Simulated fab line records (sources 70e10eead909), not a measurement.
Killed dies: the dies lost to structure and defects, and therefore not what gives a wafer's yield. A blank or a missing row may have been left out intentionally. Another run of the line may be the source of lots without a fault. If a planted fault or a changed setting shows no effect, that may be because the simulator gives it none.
fab line records	flow nand_harc
record: lots: 13	wafers: 39	last_day: 33
route steps=1302 shown P_START@1 P_ZERO_WELL@56 P_GATE@122 END@1302
lots with no fault: from the same line, run without faults
start_h: the number of hours between the record's first day and the start of the first shown wafer of the lot	wait_h: time in hours since the lot's previous step	" the same as in the row above	L1.1+2: a single row standing in for several wafers	- no value present, or no start provided	* or withheld: withheld	< > ~ a bound
route shown NAME@n: a module of which the file shows steps, and the number in the route of the first	usual: the fault-free wafers' mean and standard deviation	same: alike in all rows	chamber/n: place in a boat	sites: readings site by site	_std_site: standard deviation across them	_edge_site: inner sites' mean taken away from outer sites' mean	radius_mm: for every site, how far away it sits from the centre of the wafer	mask NAME#n: copy n	behind: tool/chamber where the wafer was last shaped	hold: why the lot went on hold/how many hours it stayed there/how the hold came to an end	device: names the non-switching transistor (n, p or np)	end of line: the same wafers' tests at the end of the route	a step given without rows: its recipe and nothing more	killed: dies that structure and defects cost at the first sort, which is not the same as the wafer's yield	map: dies across one wafer; x = killed, . = not, _ = none there
set.NAME: the run value of the setting; set.NAME@STEP: its run value at that earlier step	model.NAME: the simulator's own value behind a step, which no gauge read
a sample of lots followed through the steps of the route, with each step as a table and each wafer as a row
services: when a tool's chamber went out of use (start_h, in hours from the record's first day, below 0 if earlier), for how many hours, and the reason
== steps ==
step: NHARC_P_START_INSPECT_01
usual: raw_defect_count: 3.8/2.2
lot.wafer	tool	chamber	start_h	wait_h	raw_defect_count
L801.2	defect_inspect-02	-	30.04	-	5
L801.3	"	-	"	"	4
L801.6	"	-	"	"	2
L802.1	defect_inspect-02	-	40.04	-	4
L802.5	"	-	"	"	2
L802.6	"	-	"	"	3
L804.3	defect_inspect-02	-	60.04	-	4
L804.5	"	-	"	"	0
L804.6	"	-	"	"	5
L805.1	defect_inspect-01	-	70.04	-	3
L805.5	"	-	"	"	4
L805.6	"	-	"	"	1
L807.2	defect_inspect-02	-	90.04	-	2
L807.3	"	-	"	"	3
L807.4	"	-	"	"	4
L810.1	defect_inspect-02	-	120.04	-	5
L810.2	"	-	"	"	3
L810.6	"	-	"	"	3
L815.1	defect_inspect-01	-	170.04	-	3
L815.3	"	-	"	"	4
L815.5	"	-	"	"	2
L816.3	defect_inspect-02	-	180.04	-	2
L816.4	"	-	"	"	4
L816.5	"	-	"	"	2
L817.1	defect_inspect-02	-	190.04	-	2
L817.2	"	-	"	"	3
L817.6	"	-	"	"	10
L818.2	defect_inspect-02	-	200.04	-	3
L818.5	"	-	"	"	2
L818.6	"	-	"	"	2
L819.1	defect_inspect-02	-	210.38	-	2
L819.4	"	-	"	"	5
L819.5	"	-	"	"	4
L820.1	defect_inspect-02	-	220.03	-	5
L820.3	"	-	"	"	2
L820.4	"	-	"	"	3
L821.2	defect_inspect-02	-	230.05	-	4
L821.3	"	-	"	"	5
L821.6	"	-	"	"	1
step: NHARC_P_ZERO_WELL_EXPOSE_49
recipe: na: 0.6	target_cd_nm: 2000	dose_mj: 22.64	mask_id: P_HVPW
lot.wafer	tool	chamber	start_h	wait_h	mask
L801.2+3+6	krf_scanner-03	0	35.46	-	P_HVPW#0
L802.1+5+6	krf_scanner-03	0	45.57	-	P_HVPW#0
L804.3+5+6	krf_scanner-01	0	65.87	-	P_HVPW#0
L805.1+5+6	krf_scanner-03	0	75.56	-	P_HVPW#0
L807.2+3+4	krf_scanner-01	0	95.62	-	P_HVPW_R1#0
L810.1+2+6	krf_scanner-01	0	125.48	-	P_HVPW#0
L815.1+3+5	krf_scanner-01	0	175.73	-	P_HVPW#0
L816.3+4+5	krf_scanner-01	0	185.53	-	P_HVPW#0
L817.1+2+6	krf_scanner-02	0	195.86	-	P_HVPW#0
L818.2+5+6	krf_scanner-01	0	205.80	-	P_HVPW#0
L819.1+4+5	krf_scanner-01	0	216.67	-	P_HVPW#0
L820.1+3+4	krf_scanner-01	0	226.56	-	P_HVPW#0
L821.2+3+6	krf_scanner-03	0	235.74	-	P_HVPW#0
step: NHARC_P_ZERO_WELL_CD_MEAS_52
recipe: target_cd_nm: 2000	landing_energy_ev: 500
usual: cd_nm: 2000.3/1.3
lot.wafer	tool	chamber	start_h	wait_h	cd_nm
L801.2	cd_sem-02	0	35.61	-	2001.1
L801.3	"	0	"	"	2000.2
L801.6	"	0	"	"	1999.5
L802.1	cd_sem-01	0	45.73	-	2000.7
L802.5	"	0	"	"	2002.5
L802.6	"	0	"	"	2002.8
L804.3	cd_sem-02	0	66.02	-	2000.7
L804.5	"	0	"	"	2000.8
L804.6	"	0	"	"	2000.3
L805.1	cd_sem-02	0	75.72	-	1998.2
L805.5	"	0	"	"	1996.8
L805.6	"	0	"	"	2001.1
L807.2	cd_sem-03	0	95.77	-	1898.8
L807.3	"	0	"	"	1899.3
L807.4	"	0	"	"	1898.2
L810.1	cd_sem-01	0	125.63	-	2001.8
L810.2	"	0	"	"	2001.8
L810.6	"	0	"	"	2002.1
L815.1	cd_sem-02	0	175.88	-	1998.8
L815.3	"	0	"	"	1999.4
L815.5	"	0	"	"	2001.0
L816.3	cd_sem-02	0	185.68	-	2001.3
L816.4	"	0	"	"	2000.6
L816.5	"	0	"	"	2000.4
L817.1	cd_sem-01	0	196.01	-	2000.1
L817.2	"	0	"	"	1998.4
L817.6	"	0	"	"	2000.6
L818.2	cd_sem-02	0	205.95	-	1998.8
L818.5	"	0	"	"	2000.5
L818.6	"	0	"	"	2002.0
L819.1	cd_sem-03	0	216.83	-	2001.9
L819.4	"	0	"	"	2001.6
L819.5	"	0	"	"	2001.0
L820.1	cd_sem-02	0	226.72	-	1999.5
L820.3	"	0	"	"	2000.5
L820.4	"	0	"	"	2001.9
L821.2	cd_sem-01	0	235.89	-	2000.3
L821.3	"	0	"	"	1999.9
L821.6	"	0	"	"	2000.0
step: NHARC_P_GATE_CD_MEAS_11
recipe: target_cd_nm: 1640	landing_energy_ev: 500
usual: cd_nm: 1639.6/1.2
lot.wafer	tool	chamber	start_h	wait_h	cd_nm
L801.2	cd_sem-03	0	91.82	-	1641.0
L801.3	"	0	"	"	1639.7
L801.6	"	0	"	"	1641.2
L802.1	cd_sem-03	0	102.70	-	1640.2
L802.5	"	0	"	"	1640.0
L802.6	"	0	"	"	1638.4
L804.3	cd_sem-01	0	116.87	-	1640.3
L804.5	"	0	"	"	1641.0
L804.6	"	0	"	"	1641.2
L805.1	cd_sem-02	0	128.55	-	1639.1
L805.5	"	0	"	"	1639.6
L805.6	"	0	"	"	1640.5
L807.2	cd_sem-03	0	150.19	-	1639.6
L807.3	"	0	"	"	1642.7
L807.4	"	0	"	"	1640.7
L810.1	cd_sem-02	0	178.50	-	1638.6
L810.2	"	0	"	"	1639.3
L810.6	"	0	"	"	1639.7
L815.1	cd_sem-03	0	224.57	-	1637.8
L815.3	"	0	"	"	1640.3
L815.5	"	0	"	"	1639.4
L816.3	cd_sem-03	0	239.83	-	1638.2
L816.4	"	0	"	"	1640.1
L816.5	"	0	"	"	1638.8
L817.1	cd_sem-01	0	247.83	-	1636.8
L817.2	"	0	"	"	1638.5
L817.6	"	0	"	"	1637.6
L818.2	cd_sem-03	0	261.02	-	1639.1
L818.5	"	0	"	"	1640.0
L818.6	"	0	"	"	1638.2
L819.1	cd_sem-01	0	268.71	-	1642.2
L819.4	"	0	"	"	1639.4
L819.5	"	0	"	"	1640.6
L820.1	cd_sem-01	0	279.70	-	1638.1
L820.3	"	0	"	"	1638.4
L820.4	"	0	"	"	1639.1
L821.2	cd_sem-02	0	287.85	-	1639.1
L821.3	"	0	"	"	1638.4
L821.6	"	0	"	"	1638.0
step: NHARC_P_GATE_HM_DEP_102
recipe: target_thk_a: 1200	temp_c: 400	material: aC
usual: susceptor_temp_C: 399.94/0.23	throttle_valve_pct: 35.001/0.0091
lot.wafer	tool	chamber	start_h	wait_h	susceptor_temp_C	throttle_valve_pct
L801.2	acl_dep-01	0	104.35	0.5	399.93	35.010
L801.3	"	0	"	"	399.63	35.005
L801.6	"	0	"	"	400.02	34.988
L802.1	acl_dep-02	0	116.98	1.9	-	34.983
L802.5	"	0	"	"	-	35.006
L802.6	"	0	"	"	-	35.003
L804.3	acl_dep-01	0	132.56	3.0	400.05	34.989
L804.5	"	0	"	"	400.09	35.009
L804.6	"	0	"	"	399.97	35.005
L805.1	acl_dep-02	0	141.34	0.4	400.08	34.984
L805.5	"	0	"	"	399.73	35.013
L805.6	"	0	"	"	399.98	35.000
L807.2	acl_dep-01	0	163.16	0.5	400.19	35.003
L807.3	"	0	"	"	400.26	34.992
L807.4	"	0	"	"	399.89	35.006
L810.1	acl_dep-03	0	192.88	1.8	399.48	34.998
L810.2	"	0	"	"	399.60	35.009
L810.6	"	0	"	"	399.81	34.992
L815.1	acl_dep-03	0	241.70	2.6	399.85	35.013
L815.3	"	0	"	"	399.89	35.014
L815.5	"	0	"	"	399.63	34.997
L816.3	acl_dep-03	0	254.96	0.6	400.01	35.006
L816.4	"	0	"	"	400.18	35.001
L816.5	"	0	"	"	399.70	34.994
L817.1	acl_dep-03	0	260.49	0.4	400.16	35.011
L817.2	"	0	"	"	400.14	34.994
L817.6	"	0	"	"	400.04	35.002
L818.2	acl_dep-03	0	278.20	2.4	-	34.999
L818.5	"	0	"	"	-	35.012
L818.6	"	0	"	"	-	35.006
L819.1	acl_dep-01	0	283.01	2.1	400.45	35.001
L819.4	"	0	"	"	400.20	35.007
L819.5	"	0	"	"	400.16	35.014
L820.1	acl_dep-03	0	294.38	2.5	400.22	34.997
L820.3	"	0	"	"	399.97	35.018
L820.4	"	0	"	"	400.06	35.011
L821.2	acl_dep-02	0	300.40	0.5	399.81	34.977
L821.3	"	0	"	"	400.00	34.999
L821.6	"	0	"	"	399.92	34.999
step: NHARC_END_SORT_01
recipe: temp_c: 25
usual: killed_at_array: 63/18	killed_at_other: 1.1/1.3	killed_at_periphery: 4.3/2.8	killed_dies: 68/18	killed_open: 3.3/2	killed_short: 2.4/1.6
same: gross_dies: 677
lot.wafer	tool	chamber	start_h	wait_h	killed_at_array	killed_at_other	killed_at_periphery	killed_dies	killed_open	killed_short
L802.1	prober-01	0	580.80	2.5	58	0	3	61	2	5
L802.5	prober-01	0	584.00	3.7	48	1	2	51	2	3
L802.6	prober-01	0	584.79	4.0	52	0	1	53	4	1
L801.2	prober-02	0	581.59	2.8	71	2	9	82	4	2
L801.3	prober-02	0	582.38	3.1	80	1	10	91	1	4
L801.6	prober-02	0	584.76	4.0	82	0	5	87	6	0
L804.3	prober-02	0	593.87	3.1	48	1	1	50	2	3
L804.5	prober-02	0	595.48	3.7	37	4	6	47	5	0
L804.6	prober-02	0	596.28	4.0	41	2	7	50	3	1
L807.2	prober-02	0	729.89	2.8	65	3	1	69	6	2
L807.3	prober-02	0	730.68	3.1	82	4	1	87	2	7
L807.4	prober-02	0	731.47	3.4	65	2	3	70	6	4
L816.3	prober-01	0	753.96	3.1	45	1	3	49	9	3
L816.4	prober-01	0	754.78	3.4	43	0	9	52	2	4
L816.5	prober-01	0	755.60	3.8	39	1	10	50	3	3
L820.1	prober-02	0	782.14	2.5	44	1	5	50	2	0
L820.3	prober-02	0	783.73	3.1	43	1	2	46	1	5
L820.4	prober-02	0	784.53	3.4	49	0	4	53	4	3
killed by level:class
L802.1 A_CHANNEL_HOLE_D2:chamber_film_flake=39 A_CHANNEL_HOLE_D1:chamber_film_flake=6 A_STAIRCASE:chamber_film_flake=5 P_CONTACT:chamber_film_flake=2 P_M1:geometric_particle:open=1 A_CHANNEL_FILL_D1:geometric_particle:short=1 A_ONON_D2:geometric_particle:short=1 A_WL_FILL:geometric_particle:short=1
L801.2 A_CHANNEL_HOLE_D1:chamber_film_flake=29 A_SLIT:chamber_film_flake=15 A_CHANNEL_HOLE_D2:chamber_film_flake=7 A_STAIRCASE:chamber_film_flake=6 A_WL_FILL:chamber_film_flake=5 P_BONDPAD:chamber_film_flake=4 A_CONTACT:chamber_film_flake=4 P_CONTACT:geometric_particle:open=2
L801.3 A_CHANNEL_HOLE_D1:chamber_film_flake=32 A_SLIT:chamber_film_flake=22 A_CONTACT:chamber_film_flake=8 A_CHANNEL_HOLE_D2:chamber_film_flake=6 P_BONDPAD:chamber_film_flake=5 A_CHANNEL_FILL_D1:chamber_film_flake=4 A_STAIRCASE:chamber_film_flake=4 P_ZERO_WELL:chamber_film_flake=2
L802.5 A_CHANNEL_HOLE_D2:chamber_film_flake=31 A_CHANNEL_HOLE_D1:chamber_film_flake=5 A_STAIRCASE:chamber_film_flake=4 A_WL_FILL:chamber_film_flake=2 A_ONON_D1:geometric_particle:short=1 A_ONON_D2:geometric_particle:short=1 A_WL_FILL:geometric_particle:open=1 A_M0:geometric_particle:short=1
L801.6 A_CHANNEL_HOLE_D1:chamber_film_flake=35 A_SLIT:chamber_film_flake=23 A_CONTACT:chamber_film_flake=5 A_CHANNEL_FILL_D1:chamber_film_flake=4 A_CHANNEL_HOLE_D2:chamber_film_flake=4 A_STAIRCASE:chamber_film_flake=4 A_CHANNEL_FILL_D1:geometric_particle:open=2 P_BONDPAD:chamber_film_flake=2
L802.6 A_CHANNEL_HOLE_D2:chamber_film_flake=27 A_CHANNEL_HOLE_D1:chamber_film_flake=15 A_WL_FILL:chamber_film_flake=3 A_STAIRCASE:chamber_film_flake=2 P_STI:geometric_particle:open=1 A_CHANNEL_FILL_D1:geometric_particle:open=1 A_CHANNEL_FILL_D2:geometric_particle:open=1 A_M0:geometric_particle:open=1
L804.3 A_CHANNEL_HOLE_D2:chamber_film_flake=32 A_STAIRCASE:chamber_film_flake=4 A_CHANNEL_HOLE_D1:chamber_film_flake=3 A_M0:geometric_particle:open=2 A_CONTACT:chamber_film_flake=2 A_SGD_CUT:geometric_particle:short=1 A_WL_FILL:geometric_particle:short=1 STARTING-WAFER:geometric_particle:short=1
L804.5 A_CHANNEL_HOLE_D2:chamber_film_flake=24 P_GATE:chamber_film_flake=4 A_CHANNEL_HOLE_D1:chamber_film_flake=3 THIN_TSV:chamber_film_flake=3 A_STAIRCASE:chamber_film_flake=2 A_CONTACT:chamber_film_flake=2 P_STI:geometric_particle:open=1 P_M0:geometric_particle:open=1
L804.6 A_CHANNEL_HOLE_D2:chamber_film_flake=30 A_CHANNEL_HOLE_D1:chamber_film_flake=5 P_GATE:geometric_particle:open=3 P_GATE:chamber_film_flake=3 A_WL_FILL:chamber_film_flake=2 THIN_TSV:chamber_film_flake=2 A_CHANNEL_FILL_D1:geometric_particle:short=1 P_M1:chamber_film_flake=1
L807.2 A_CHANNEL_HOLE_D2:chamber_film_flake=34 A_SLIT:chamber_film_flake=18 A_M1:geometric_particle:open=2 A_CHANNEL_HOLE_D1:chamber_film_flake=2 A_CONTACT:chamber_film_flake=2 THIN_TSV:chamber_film_flake=2 A_ONON_D1:geometric_particle:open=1 A_CHANNEL_FILL_D1:geometric_particle:open=1
L807.3 A_SLIT:chamber_film_flake=35 A_CHANNEL_HOLE_D2:chamber_film_flake=31 A_WL_FILL:geometric_particle:short=4 THIN_TSV:chamber_film_flake=4 A_STAIRCASE:chamber_film_flake=3 A_CHANNEL_HOLE_D1:chamber_film_flake=2 A_CHANNEL_FILL_D1:geometric_particle:short=1 A_DECK1_JOINT:geometric_particle:short=1
L807.4 A_CHANNEL_HOLE_D2:chamber_film_flake=28 A_SLIT:chamber_film_flake=20 A_CHANNEL_HOLE_D1:chamber_film_flake=3 A_DECK1_JOINT:chamber_film_flake=3 THIN_TSV:chamber_film_flake=2 P_GATE:geometric_particle:open=1 P_M0:geometric_particle:open=1 A_CHANNEL_HOLE_D1:geometric_particle:short=1
L816.3 A_CHANNEL_HOLE_D2:chamber_film_flake=22 A_ONON_D1:geometric_particle:open=5 A_SLIT:chamber_film_flake=4 A_CHANNEL_HOLE_D1:chamber_film_flake=3 P_CONTACT:chamber_film_flake=2 A_CONTACT:chamber_film_flake=2 A_ONON_D1:geometric_particle:short=1 A_CHANNEL_FILL_D1:geometric_particle:short=1
L816.4 A_CHANNEL_HOLE_D2:chamber_film_flake=20 A_CONTACT:chamber_film_flake=9 P_CONTACT:chamber_film_flake=7 A_CHANNEL_HOLE_D1:chamber_film_flake=4 A_ONON_D2:geometric_particle:short=2 A_SLIT:chamber_film_flake=2 A_M0:chamber_film_flake=2 P_GATE:geometric_particle:short=1
L816.5 A_CHANNEL_HOLE_D2:chamber_film_flake=18 P_CONTACT:chamber_film_flake=9 A_CHANNEL_HOLE_D1:chamber_film_flake=7 A_CONTACT:chamber_film_flake=4 A_CHANNEL_FILL_D1:chamber_film_flake=2 A_ONON_D1:geometric_particle:open=1 A_CHANNEL_FILL_D1:geometric_particle:open=1 A_DECK1_JOINT:geometric_particle:short=1
L820.1 A_CHANNEL_HOLE_D2:chamber_film_flake=23 A_CHANNEL_HOLE_D1:chamber_film_flake=8 A_SLIT:chamber_film_flake=7 P_GATE:chamber_film_flake=2 A_CHANNEL_FILL_D1:chamber_film_flake=2 A_CONTACT:chamber_film_flake=2 P_GATE:geometric_particle:open=1 A_BLC:geometric_particle:open=1
L820.3 A_CHANNEL_HOLE_D2:chamber_film_flake=23 A_CHANNEL_HOLE_D1:chamber_film_flake=8 A_SLIT:chamber_film_flake=5 A_WL_FILL:geometric_particle:short=2 P_GATE:chamber_film_flake=2 A_CHANNEL_HOLE_D1:geometric_particle:short=1 A_CHANNEL_FILL_D2:geometric_particle:short=1 A_CHANNEL_FILL_D2:geometric_particle:open=1
L820.4 A_CHANNEL_HOLE_D2:chamber_film_flake=18 A_SLIT:chamber_film_flake=8 A_CHANNEL_HOLE_D1:chamber_film_flake=6 A_CONTACT:chamber_film_flake=4 A_STAIRCASE:chamber_film_flake=3 P_GATE:chamber_film_flake=2 P_CONTACT:chamber_film_flake=2 A_CHANNEL_FILL_D1:chamber_film_flake=2
== services ==
tool	chamber	start_h	hours	kind
krf_scanner-03	0	28.86	-	calibration
krf_scanner-02	-	45.54	2.6	repair
krf_scanner-03	-	52.00	4.0	pm
acl_dep-02	-	61.54	13.0	pm
krf_scanner-03	-	70.43	0.5	repair
krf_scanner-01	0	73.16	-	calibration
krf_scanner-02	-	86.95	0.8	repair
krf_scanner-01	-	90.61	1.0	repair
krf_scanner-02	-	94.00	4.0	pm
acl_dep-03	-	97.89	1.2	repair
krf_scanner-03	-	107.86	4.0	repair
krf_scanner-01	-	114.51	0.7	repair
krf_scanner-01	-	119.17	0.4	repair
acl_dep-03	-	121.93	13.0	pm
krf_scanner-01	-	129.02	3.1	repair
krf_scanner-02	-	134.52	1.6	repair
krf_scanner-01	-	140.00	4.0	pm
acl_dep-01	-	187.84	13.0	pm
krf_scanner-02	-	198.93	1.2	repair
krf_scanner-03	-	205.00	2.3	repair
krf_scanner-03	-	224.00	4.0	pm
acl_dep-02	-	244.36	13.0	pm
krf_scanner-01	0	245.69	-	calibration
krf_scanner-02	-	266.00	4.0	pm
== key ==
first_sign: step: NHARC_P_ZERO_WELL_EXPOSE_49	reading: mask	direction: changed
effect: step: NHARC_P_ZERO_WELL_CD_MEAS_52	reading: cd_nm	direction: down	sigmas: 81	usual: 2000.3	struck: 1898.8
met_at NHARC_P_ZERO_WELL_EXPOSE_49
struck_lots L807
tester_left_out L807
not_acting_at NHARC_P_START_INSPECT_01,NHARC_P_GATE_CD_MEAS_11,NHARC_P_GATE_HM_DEP_102
onset_between 65.87 95.62
fault: kind: wrong_mask	tool: any	chamber: -	onset_h: 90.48	steps: NHARC_P_ZERO_WELL_EXPOSE_49	aux_copy: P_HVPW_R1#0	cd_offset_nm: -102.09	scope: struck_lots_only
tester_left_out: of these lots the tester's yield and bins aren't shown, on N5 and GAA mostly nor the transistor test; their killed dies are dies lost to structure and defects alone, not to doping, threshold or leakage, so they don't give the yield
